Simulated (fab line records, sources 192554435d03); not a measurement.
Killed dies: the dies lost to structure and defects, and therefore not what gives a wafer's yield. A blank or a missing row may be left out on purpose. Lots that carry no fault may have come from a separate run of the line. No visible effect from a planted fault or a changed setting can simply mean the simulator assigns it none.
Chamber matching	flow n5-finfet	N5_BEOL_M0_SAQP_ETCH_88 on rie-diel-02: 4 sister chambers
The step etches underlayer in N2/H2, target depth 6.5 nm, time 5.2 s. 4 wafers are shown with their chamber, then 7 later ones without.

## WAFERS, EACH WITH ITS CHAMBER
wafer	chamber	oes-product-au (a.u.)
L081.6	3	0.63
L083.5	2	0.85
L089.2	1	0.63
L089.3	0	0.69

## WAFERS WHOSE CHAMBER IS MISSING
wafer	oes-product-au (a.u.)
L089.6	0.68
L093.3	0.63
L093.5	0.67
L093.6	0.63
L097.2	0.78
L097.4	0.67
L097.5	0.62

## CHAMBER TAKEN BY EACH
wafer	from the rows above	in truth
L089.6	can't be placed: 0 or 1 or 3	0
L093.3	can't be placed: 1 or 3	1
L093.5	can't be placed: 0 or 1 or 3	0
L093.6	can't be placed: 1 or 3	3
L097.2	can't be placed: 2 or 0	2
L097.4	can't be placed: 0 or 1 or 3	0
L097.5	can't be placed: 1 or 3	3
Placed correctly: 0 of 7. Cannot be placed on the basis of these rows: 7; the candidates contain the true chamber in 7. Wrongly placed: 0.
How it was worked out, from the rows above alone: a wafer's distance from a chamber is the root of the sum, over the readings, of the square of ((its reading less the chamber's mean) divided by the reading's scatter). The wafer belongs to the nearest chamber; if the next one is less than 2 further off, it can't be placed. Each chamber's mean is taken over the wafers shown for it. The scatter (one wafer shown for each chamber): square how far every hidden wafer sits from the nearest shown wafer, average those squares and take the square root.
